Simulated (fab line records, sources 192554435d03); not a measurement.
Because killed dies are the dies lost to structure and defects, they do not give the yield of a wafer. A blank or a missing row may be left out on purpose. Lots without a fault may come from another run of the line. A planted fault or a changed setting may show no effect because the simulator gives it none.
Split-lot trial -- flow n5Finfet -- on a route of 1938 steps: 7 lots, 21 wafers read

SPLIT DETAILS
At N5_BEOL_M3_ETCH_64 (etches SOC in N2/H2, target depth 75 nm, overetch 15 nm, time 112.5 s), the setting timeS was moved away from the recipe's 112.5 s on 6 of the 21 wafers read, by -20.0% to +12.0%. For the rest of the wafers, this setting stayed at what the recipe calls for.

The reading comes from the split's own step.

THE READING
BEOL_M3.cdOffsetNm (the simulator's own value, which no gauge read), in nm, at N5_BEOL_M3_ETCH_64 (etches SOC in N2/H2, target depth 75 nm, overetch 15 nm, time 112.5 s). The file does not state a usual value for it. Average 0.0 nm, standard deviation 0.16 nm, over the 15 wafers here run with the recipe.

wafer,"tool, chamber at the split","timeS as run, s",against the recipe,"BEOL_M3.cdOffsetNm, nm",against lot-mates on the recipe
L078.1,"rieDiel-05, 3",112.5,recipe,0,-
L078.2,"rieDiel-05, 1,0",112.5,recipe,0.2,-
L078.5,"rieDiel-05, 1,0",112.5,recipe,0.2,-
L080.2,"rieDiel-04, 0",112.5,recipe,0,-
L080.3,"rieDiel-04, 1",89.97,-20.0%,-1,-0.9
L080.4,"rieDiel-04, 3",112.5,recipe,-0.2,-
L081.1,"rieDiel-03, 0",102.4,-9.0%,-0.2,-0.2
L081.2,"rieDiel-03, 3",112.5,recipe,0,-
L081.4,"rieDiel-03, 1",102.4,-9.0%,-0.4,-0.4
L082.1,"rieDiel-05, 0",112.5,recipe,0,-
L082.2,"rieDiel-05, 2",112.5,recipe,0.2,-
L082.5,"rieDiel-05, 2",112.5,recipe,0.2,-
L087.2,"rieDiel-04, 0",112.5,recipe,0,-
L087.4,"rieDiel-04, 0",112.5,recipe,0,-
L087.5,"rieDiel-04, 1",112.5,recipe,-0.4,-
L089.2,"rieDiel-05, 1",112.5,recipe,0,-
L089.3,"rieDiel-05, 0",112.5,recipe,-0.2,-
L089.5,"rieDiel-05, 1",93.11,-17.2%,-0.6,-0.5
L094.1,"rieDiel-03, 0",126,+12.0%,0.2,+0.2
L094.2,"rieDiel-03, 3",126,+12.0%,0.4,+0.4
L094.6,"rieDiel-03, 3",112.5,recipe,0,-
When a row names more than one chamber, that row covers several wafers, and the file does not tell which wafer ran in which chamber.

THE FIT
A straight line over all 21 wafers: BEOL_M3.cdOffsetNm changes by +0.0369 nm for each +1% of timeS; r = +0.86; the points scatter about the line by 0.17 nm.
The same after taking each lot's own level away (the mean of its wafers on the recipe; 21 wafers): +0.0337 nm for each +1%; r = +0.89; scatter 0.13 nm.
On that fit, the largest move of timeS shifts the reading by 0.68 nm.
Across the lots, their own levels run from -0.13 to 0.13 nm, a range of 1.6 times the standard deviation given above.
The two slopes agree, so the slope changes little with the lot-to-lot level.
Check: for one of the wafers moved furthest among these (-20.0%), held out of the fit, the line's prediction against its lot-mates is -0.575 nm. Against them it came out at -0.9 nm.

OTHER SPLITS ON THESE WAFERS
Note: prior to the reading, these wafers also went through further splits. Each is held against what the fit with the lots' levels taken away leaves over:
other split on the same wafers,wafers away from the commonest value,r with BEOL_M3.cdOffsetNm (lot level and that fit taken away)
N5_SDB_EXPOSE_08 doseMj,7,-0.37
N5_HKMG_FIN_PWFM_ALD_03 aldCycles,8,-0.16
N5_HKMG_FIN_COAT_06 spinRpm,8,+0.24
N5_BEOL_M0_SAQP_COAT_81 spinRpm,7,-0.04
N5_BEOL_M0_SAQP_DEVELOP_13 developTimeS,9,-0.19
N5_BEOL_M0_TRENCH_ETCH_107 targetDepthA,8,+0.00
N5_BEOL_M3_COAT_05 spinRpm,5,+0.13

THE FILE'S OWN FIT
BEOL_M3.cdOffsetNm changes by +0.0357 nm for each +1% of timeS, r = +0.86.
